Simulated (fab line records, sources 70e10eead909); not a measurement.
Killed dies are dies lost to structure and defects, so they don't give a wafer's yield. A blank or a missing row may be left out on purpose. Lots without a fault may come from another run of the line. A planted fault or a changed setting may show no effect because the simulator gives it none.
Which tool did it? | flow nand_harc | 24 lots, 72 wafers sampled, at 6 steps of a route of 1302

WHAT THE GAUGES READ, wafer by wafer
NHARC_P_BONDPAD_CD_MEAS_09: target cd 500 nm. Usual: cd_nm 498.9 nm, standard deviation 2.8.
lot  | measured     | on        | cd_nm (nm)        | flag
L074 | day 6 22:09  | cd_sem-02 | 495.8 499.4 497.2 |
L075 | day 7 00:50  | cd_sem-01 | 501.3 502.4 497.9 |
L076 | day 7 10:38  | cd_sem-01 | 499.6 502.0 500.7 |
L078 | day 8 03:13  | cd_sem-03 | 502.7 503.1 501.2 |
L077 | day 8 03:33  | cd_sem-01 | 494.9 494.0 497.4 |
L079 | day 8 18:43  | cd_sem-03 | 498.2 495.7 496.3 |
L080 | day 9 06:02  | cd_sem-02 | 497.4 497.0 499.1 |
L081 | day 9 14:06  | cd_sem-01 | 502.0 498.0 502.9 |
L082 | day 10 01:12 | cd_sem-03 | 494.4 500.0 495.7 |
L083 | day 10 19:10 | cd_sem-03 | 497.7 497.6 497.7 |
L084 | day 11 01:05 | cd_sem-03 | 499.4 494.9 499.7 |
L085 | day 11 06:27 | cd_sem-01 | 502.6 499.8 503.6 |
L086 | day 11 11:22 | cd_sem-03 | 496.3 496.4 495.6 |
L087 | day 11 20:39 | cd_sem-02 | 500.9 502.2 498.6 |
L089 | day 12 15:54 | cd_sem-01 | 499.7 495.5 498.9 |
L088 | day 12 15:32 | cd_sem-03 | 495.0 494.4 497.9 |
L090 | day 13 10:41 | cd_sem-01 | 504.0 503.6 506.6 |
L091 | day 13 17:42 | cd_sem-02 | 501.3 500.6 503.6 |
L092 | day 14 02:04 | cd_sem-03 | 496.6 498.6 501.3 |
L093 | day 14 11:22 | cd_sem-01 | 502.7 503.1 502.5 |
L094 | day 15 05:03 | cd_sem-03 | 500.7 497.4 496.2 |
L095 | day 15 06:17 | cd_sem-03 | 497.4 500.1 501.7 |
L096 | day 15 16:35 | cd_sem-01 | 499.4 498.8 496.9 |
L097 | day 16 11:38 | cd_sem-01 | 497.7 498.9 497.5 |

NHARC_P_BONDPAD_INSPECT_23. Usual: raw_defect_count 361, standard deviation 130.
lot  | measured     | on                | raw_defect_count | flag
L074 | day 7 00:56  | defect_inspect-02 | 486 783 665      |
L075 | day 7 03:39  | defect_inspect-02 | 205 234 257      |
L076 | day 7 13:28  | defect_inspect-01 | 308 497 723      |
L078 | day 8 06:03  | defect_inspect-01 | 295 370 398      |
L077 | day 8 06:31  | defect_inspect-01 | 267 187 285      |
L079 | day 8 21:31  | defect_inspect-01 | 299 315 414      |
L080 | day 9 08:47  | defect_inspect-01 | 280 321 341      |
L081 | day 9 16:52  | defect_inspect-01 | 439 305 404      |
L082 | day 10 03:57 | defect_inspect-01 | 319 367 427      |
L083 | day 10 22:01 | defect_inspect-01 | 181 199 162      |
L084 | day 11 03:53 | defect_inspect-01 | 404 311 298      |
L085 | day 11 09:15 | defect_inspect-02 | 314 284 650      |
L086 | day 11 14:10 | defect_inspect-02 | 264 372 322      |
L087 | day 11 23:24 | defect_inspect-01 | 337 421 303      |
L089 | day 12 18:41 | defect_inspect-02 | 289 496 255      |
L088 | day 12 18:19 | defect_inspect-02 | 310 275 386      |
L090 | day 13 13:32 | defect_inspect-01 | 530 712 579      |
L091 | day 13 20:31 | defect_inspect-01 | 523 628 528      |
L092 | day 14 04:49 | defect_inspect-01 | 339 137 263      |
L093 | day 14 14:08 | defect_inspect-01 | 314 300 367      |
L094 | day 15 07:52 | defect_inspect-01 | 208 173 251      |
L095 | day 15 09:02 | defect_inspect-01 | 324 306 221      |
L096 | day 15 19:26 | defect_inspect-01 | 334 285 274      |
L097 | day 16 14:24 | defect_inspect-02 | 448 763 419      |

WHICH TOOL RAN EACH LOT (tool, then ch and the chambers of the sampled wafers, then the start)
lot  | NHARC_P_M1_PRE_CLEAN_32         | NHARC_P_M2_PRE_CLEAN_30                 | NHARC_P_BONDPAD_STRIP_15           | NHARC_P_BONDPAD_ETCH_24
L074 | pecvd-03 ch 0,1,2, day 6 16:27  | pvd_sputter-01, day 6 22:09 or earlier  | rie_diel-10 ch 0,1, day 6 22:45    | rie_diel-10 ch 1,3, day 7 00:56 or earlier
L075 | pecvd-04 ch 1,2, day 6 19:00    | pvd_sputter-02, day 7 00:50 or earlier  | rie_diel-08 ch 0,1,2, day 7 01:29  | rie_diel-08 ch 0,1,3, day 7 03:39 or earlier
L076 | pecvd-04 ch 0,1, day 7 04:51    | pvd_sputter-02, day 7 10:38 or earlier  | rie_diel-10 ch 0,3, day 7 11:17    | rie_diel-10 ch 1,2, day 7 13:28 or earlier
L078 | pecvd-03 ch 0,1,2, day 7 21:07  | pvd_sputter-02, day 8 03:13 or earlier  | rie_diel-09 ch 0,2,3, day 8 03:51  | rie_diel-09 ch 0,3, day 8 06:03 or earlier
L077 | pecvd-04 ch 0,1, day 7 21:35    | pvd_sputter-03, day 8 03:33 or earlier  | rie_diel-09 ch 0,1, day 8 04:13    | rie_diel-09 ch 1,2, day 8 06:31 or earlier
L079 | pecvd-01 ch 0,2, day 8 12:32    | pvd_sputter-02, day 8 18:43 or earlier  | rie_diel-08 ch 2,3, day 8 19:19    | rie_diel-08 ch 1,2, day 8 19:29
L080 | pecvd-04 ch 1,2, day 9 00:02    | pvd_sputter-02, day 9 06:02 or earlier  | rie_diel-10 ch 0,1, day 9 06:38    | rie_diel-10 ch 0,1, day 9 08:47 or earlier
L081 | pecvd-01 ch 0,1,2, day 9 08:04  | pvd_sputter-02, day 9 14:06 or earlier  | rie_diel-09 ch 0,1,3, day 9 14:42  | rie_diel-09 ch 0,2,3, day 9 16:52 or earlier
L082 | pecvd-04 ch 1,2, day 9 19:23    | pvd_sputter-02, day 10 01:12 or earlier | rie_diel-10 ch 1,2,3, day 10 01:48 | rie_diel-10 ch 0,2,3, day 10 03:57 or earlier
L083 | pecvd-01 ch 0,1,2, day 10 13:16 | pvd_sputter-03, day 10 19:10 or earlier | rie_diel-10 ch 0,1,2, day 10 19:51 | rie_diel-10 ch 0,1,3, day 10 22:01 or earlier
L084 | pecvd-01 ch 0,1,2, day 10 19:14 | pvd_sputter-03, day 11 01:05 or earlier | rie_diel-08 ch 1,2, day 11 01:41   | rie_diel-08 ch 0,1,2, day 11 03:53 or earlier
L085 | pecvd-01 ch 0,1,2, day 11 00:43 | pvd_sputter-02, day 11 06:27 or earlier | rie_diel-09 ch 1,3, day 11 07:04   | rie_diel-09 ch 1,2,3, day 11 07:15
L086 | pecvd-04 ch 0,1,2, day 11 05:26 | pvd_sputter-01, day 11 11:22 or earlier | rie_diel-09 ch 0,3, day 11 11:59   | rie_diel-09 ch 1,2,3, day 11 14:10 or earlier
L087 | pecvd-03 ch 1,2, day 11 14:46   | pvd_sputter-02, day 11 20:39 or earlier | rie_diel-08 ch 0,2,3, day 11 21:16 | rie_diel-08 ch 0,1,3, day 11 23:24 or earlier
L089 | pecvd-01 ch 0,2, day 12 08:31   | pvd_sputter-01, day 12 15:54 or earlier | rie_diel-10 ch 0,1, day 12 16:32   | rie_diel-10 ch 1,2,3, day 12 18:41 or earlier
L088 | pecvd-01 ch 0,1,2, day 12 09:39 | pvd_sputter-03, day 12 15:32 or earlier | rie_diel-08 ch 0,1,2, day 12 16:08 | rie_diel-08 ch 1,3, day 12 18:19 or earlier
L090 | pecvd-03 ch 0,1,2, day 13 04:48 | pvd_sputter-01, day 13 10:41 or earlier | rie_diel-09 ch 0,1,3, day 13 11:20 | rie_diel-09 ch 0,1,3, day 13 11:31
L091 | pecvd-03 ch 0,1,2, day 13 11:56 | pvd_sputter-02, day 13 17:42 or earlier | rie_diel-09 ch 0,1,3, day 13 18:18 | rie_diel-09 ch 0,1,3, day 13 18:29
L092 | pecvd-03 ch 0,1,2, day 13 18:45 | pvd_sputter-01, day 14 02:04 or earlier | rie_diel-10 ch 0,3, day 14 02:40   | rie_diel-10 ch 0,2,3, day 14 04:49 or earlier
L093 | pecvd-04 ch 1,2, day 14 05:27   | pvd_sputter-01, day 14 11:22 or earlier | rie_diel-10 ch 0,2,3, day 14 11:58 | rie_diel-10 ch 0,2, day 14 14:08 or earlier
L094 | pecvd-04 ch 0,1,2, day 14 23:21 | pvd_sputter-02, day 15 05:03 or earlier | rie_diel-08 ch 0,3, day 15 05:39   | rie_diel-08 ch 0,1,2, day 15 07:52 or earlier
L095 | pecvd-03 ch 0,1,2, day 15 00:32 | pvd_sputter-01, day 15 06:17 or earlier | rie_diel-08 ch 0,2,3, day 15 06:53 | rie_diel-08 ch 0,2,3, day 15 09:02 or earlier
L096 | pecvd-01 ch 0,1,2, day 15 10:50 | pvd_sputter-01, day 15 16:35 or earlier | rie_diel-10 ch 1,2,3, day 15 17:11 | rie_diel-10 ch 0,1,2, day 15 19:26 or earlier
L097 | pecvd-03 ch 0,2, day 16 05:53   | pvd_sputter-02, day 16 11:38 or earlier | rie_diel-09 ch 0,1,3, day 16 12:16 | rie_diel-09 ch 1,2, day 16 14:24 or earlier
- NHARC_P_M1_PRE_CLEAN_32: time 12 s.
- NHARC_P_M2_PRE_CLEAN_30: time 30 s.
- NHARC_P_BONDPAD_STRIP_15: strips in O2.
- NHARC_P_BONDPAD_ETCH_24: etches the open film in CF4/N2, target depth 30 nm, time 72.99 s.

WHAT THE TOOLS THEMSELVES READ (means of the sampled wafers that have a number; where no wafer has one, the mark that the record gives instead)
NHARC_P_M1_PRE_CLEAN_32. Usual: heater_power_w 625 W, standard deviation 64; rf_fwd_power_W 292.5 W, standard deviation 0.74.
lot  | tool     | heater_power_w (W) | rf_fwd_power_W (W) | flag
L074 | pecvd-03 | 621                | 292.8              |
L075 | pecvd-04 | 557                | 292.6              |
L076 | pecvd-04 | 610                | 292.9              |
L078 | pecvd-03 | 613                | 292.6              |
L077 | pecvd-04 | 625                | 293.8              |
L079 | pecvd-01 | 678                | 293.0              |
L080 | pecvd-04 | 607                | 293.8              |
L081 | pecvd-01 | 613                | 292.8              |
L082 | pecvd-04 | 570                | 293.0              |
L083 | pecvd-01 | 574                | 292.4              |
L084 | pecvd-01 | 612                | 291.8              |
L085 | pecvd-01 | 604                | 292.3              |
L086 | pecvd-04 | 656                | 292.2              |
L087 | pecvd-03 | 624                | 292.8              |
L089 | pecvd-01 | 676                | 292.4              |
L088 | pecvd-01 | 579                | 292.9              |
L090 | pecvd-03 | 626                | 293.1              |
L091 | pecvd-03 | 641                | 292.4              |
L092 | pecvd-03 | 635                | 292.9              |
L093 | pecvd-04 | 583                | 291.8              |
L094 | pecvd-04 | 637                | 292.4              |
L095 | pecvd-03 | 655                | 293.4              |
L096 | pecvd-01 | 596                | 291.6              |
L097 | pecvd-03 | 646                | 292.6              |

NHARC_P_M2_PRE_CLEAN_30. Usual: heater_power_w 413 W, standard deviation 46.
lot  | tool           | heater_power_w (W) | flag
L074 | pvd_sputter-01 | 402                |
L075 | pvd_sputter-02 | 430                |
L076 | pvd_sputter-02 | 410                |
L078 | pvd_sputter-02 | 423                |
L077 | pvd_sputter-03 | 456                |
L079 | pvd_sputter-02 | 421                |
L080 | pvd_sputter-02 | 388                |
L081 | pvd_sputter-02 | 428                |
L082 | pvd_sputter-02 | 407                |
L083 | pvd_sputter-03 | 472                |
L084 | pvd_sputter-03 | 486                |
L085 | pvd_sputter-02 | 426                |
L086 | pvd_sputter-01 | 394                |
L087 | pvd_sputter-02 | 402                |
L089 | pvd_sputter-01 | 391                |
L088 | pvd_sputter-03 | 433                |
L090 | pvd_sputter-01 | 392                |
L091 | pvd_sputter-02 | 394                |
L092 | pvd_sputter-01 | 357                |
L093 | pvd_sputter-01 | 358                |
L094 | pvd_sputter-02 | 454                |
L095 | pvd_sputter-01 | 383                |
L096 | pvd_sputter-01 | 395                |
L097 | pvd_sputter-02 | 440                |

NHARC_P_BONDPAD_STRIP_15. Usual: drypump_motor_current_A 5.5 A, standard deviation 0.43; o2_flow_sccm 500.0 sccm, standard deviation 1.5; oes_product_au 0.994 a.u., standard deviation 0.012; rf_vpp_V 57.9 V, standard deviation 0.83; showerhead_plenum_p_Torr 3.52 Torr, standard deviation 0.12; throttle_valve_pct 17.036 %, standard deviation 0.0093.
lot  | tool        | drypump_motor_current_A (A) | o2_flow_sccm (sccm) | oes_product_au (a.u.) | rf_vpp_V (V) | showerhead_plenum_p_Torr (Torr) | throttle_valve_pct (%) | flag
L074 | rie_diel-10 | 5.7                         | 499.2               | 1.002                 | 57.6         | 3.47                            | 17.037                 |
L075 | rie_diel-08 | 5.8                         | 498.9               | 0.999                 | 58.4         | 3.50                            | 17.031                 |
L076 | rie_diel-10 | 5.1                         | 501.9               | 0.984                 | 57.3         | 3.55                            | 17.039                 |
L078 | rie_diel-09 | 5.7                         | 500.0               | 0.995                 | 58.4         | 3.54                            | 17.046                 |
L077 | rie_diel-09 | 5.5                         | 500.8               | 0.986                 | 57.2         | 3.45                            | 17.036                 |
L079 | rie_diel-08 | 5.5                         | 501.6               | 1.002                 | 56.8         | 3.33                            | 17.035                 |
L080 | rie_diel-10 | 5.7                         | 500.1               | 0.996                 | 57.3         | 3.47                            | 17.034                 |
L081 | rie_diel-09 | 5.3                         | 500.8               | 0.983                 | 57.6         | 3.54                            | 17.034                 |
L082 | rie_diel-10 | 5.3                         | 499.4               | 1.004                 | 58.6         | 3.60                            | 17.038                 |
L083 | rie_diel-10 | 5.5                         | 499.6               | 0.992                 | 58.7         | 3.54                            | 17.043                 |
L084 | rie_diel-08 | 6.0                         | 500.2               | 0.985                 | 57.0         | 3.46                            | 17.049                 |
L085 | rie_diel-09 | 5.1                         | 500.8               | 0.991                 | 57.5         | 3.63                            | 17.034                 |
L086 | rie_diel-09 | 5.2                         | 499.4               | 0.998                 | 58.1         | 3.53                            | 17.039                 |
L087 | rie_diel-08 | 5.6                         | 499.1               | 0.996                 | 57.8         | 3.39                            | 17.041                 |
L089 | rie_diel-10 | 5.7                         | 501.0               | 0.992                 | 58.0         | 3.46                            | 17.035                 |
L088 | rie_diel-08 | 5.8                         | 499.9               | 0.991                 | 57.5         | 3.49                            | 17.042                 |
L090 | rie_diel-09 | 5.3                         | 498.8               | 0.980                 | 57.6         | 3.54                            | 17.025                 |
L091 | rie_diel-09 | 5.3                         | 497.9               | 0.991                 | 58.1         | 3.54                            | 17.037                 |
L092 | rie_diel-10 | 5.4                         | 501.4               | 0.999                 | 57.3         | 3.50                            | 17.032                 |
L093 | rie_diel-10 | 5.2                         | 498.2               | 0.994                 | 58.0         | 3.58                            | 17.044                 |
L094 | rie_diel-08 | 5.4                         | 500.8               | 1.001                 | 58.2         | 3.42                            | 17.038                 |
L095 | rie_diel-08 | 5.6                         | 499.5               | 0.994                 | 58.2         | 3.38                            | 17.034                 |
L096 | rie_diel-10 | 5.2                         | 500.4               | 0.994                 | 58.1         | 3.60                            | 17.031                 |
L097 | rie_diel-09 | 5.3                         | 500.4               | 1.000                 | 58.3         | 3.54                            | 17.034                 |

NHARC_P_BONDPAD_ETCH_24. Usual: drypump_motor_current_A 5.5 A, standard deviation 0.45; oes_product_au 0.993 a.u., standard deviation 0.013; rf_fwd_power_W 297.9 W, standard deviation 1.1; rf_vpp_V 314.0 V, standard deviation 1.7; showerhead_plenum_p_Torr 2.62 Torr, standard deviation 0.09; throttle_valve_pct 19.795 %, standard deviation 0.0092.
lot  | tool        | drypump_motor_current_A (A) | oes_product_au (a.u.) | rf_fwd_power_W (W) | rf_vpp_V (V) | showerhead_plenum_p_Torr (Torr) | throttle_valve_pct (%) | flag
L074 | rie_diel-10 | 5.1                         | 1.001                 | 297.6              | 315.4        | 2.66                            | 19.794                 |
L075 | rie_diel-08 | 5.6                         | 0.990                 | 296.6              | 313.9        | 2.59                            | 19.796                 |
L076 | rie_diel-10 | 5.6                         | 0.995                 | 297.8              | 314.9        | 2.65                            | 19.789                 |
L078 | rie_diel-09 | 5.3                         | 0.988                 | 298.6              | 313.1        | 2.63                            | 19.795                 |
L077 | rie_diel-09 | 6.2                         | 0.994                 | 297.8              | 313.1        | 2.58                            | 19.787                 |
L079 | rie_diel-08 | 6.0                         | 1.004                 | 297.7              | 312.9        | 2.57                            | 19.801                 |
L080 | rie_diel-10 | 5.7                         | 0.991                 | 298.0              | 313.5        | 2.59                            | 19.784                 |
L081 | rie_diel-09 | 5.7                         | 0.997                 | 298.3              | 313.9        | 2.63                            | 19.803                 |
L082 | rie_diel-10 | 5.3                         | 1.000                 | 298.7              | 314.8        | 2.67                            | 19.798                 |
L083 | rie_diel-10 | 5.4                         | 0.988                 | 298.8              | 314.6        | 2.62                            | 19.789                 |
L084 | rie_diel-08 | 5.8                         | 0.986                 | 297.4              | 315.5        | 2.60                            | 19.794                 |
L085 | rie_diel-09 | 5.7                         | 0.990                 | 297.9              | 314.5        | 2.64                            | 19.792                 |
L086 | rie_diel-09 | 5.7                         | 0.982                 | 297.9              | 314.5        | 2.64                            | 19.788                 |
L087 | rie_diel-08 | 5.6                         | 1.003                 | 297.8              | 314.1        | 2.59                            | 19.792                 |
L089 | rie_diel-10 | 5.2                         | 1.001                 | 299.5              | 314.2        | 2.68                            | 19.800                 |
L088 | rie_diel-08 | 5.5                         | 0.991                 | 298.1              | 312.0        | 2.55                            | 19.798                 |
L090 | rie_diel-09 | 5.3                         | 0.978                 | 297.8              | 314.3        | 2.63                            | 19.798                 |
L091 | rie_diel-09 | 5.3                         | 0.992                 | 297.5              | 314.5        | 2.63                            | 19.784                 |
L092 | rie_diel-10 | 5.2                         | 0.990                 | 298.3              | 314.1        | 2.67                            | 19.797                 |
L093 | rie_diel-10 | 5.4                         | 1.001                 | 298.6              | 314.8        | 2.69                            | 19.800                 |
L094 | rie_diel-08 | 5.8                         | 0.986                 | 296.3              | 313.3        | 2.60                            | 19.796                 |
L095 | rie_diel-08 | 5.6                         | 0.996                 | 297.1              | 311.5        | 2.52                            | 19.790                 |
L096 | rie_diel-10 | 5.6                         | 0.989                 | 298.4              | 314.1        | 2.63                            | 19.804                 |
L097 | rie_diel-09 | 6.2                         | 1.010                 | 297.9              | 313.0        | 2.58                            | 19.799                 |

THE ANSWER, worked out from the rows above alone
Rule: a lot is off if the mean of its wafers that have a number lies more than 3 standard deviations from the usual mean. A lot without any number at a reading at which 4 lots or more have one is off too. The other lots that the step has rows for count as sound. The gauges are gone through in route order, then the tools' own readings, and for those a lot's mean is taken as printed above. The first step at which some lot is off is used, and at that step the reading that is off furthest; a lot without a number counts as furthest.
No lot is off at any reading shown: from this, nothing can be told.

WHAT THE SIMULATOR HAD PUT IN
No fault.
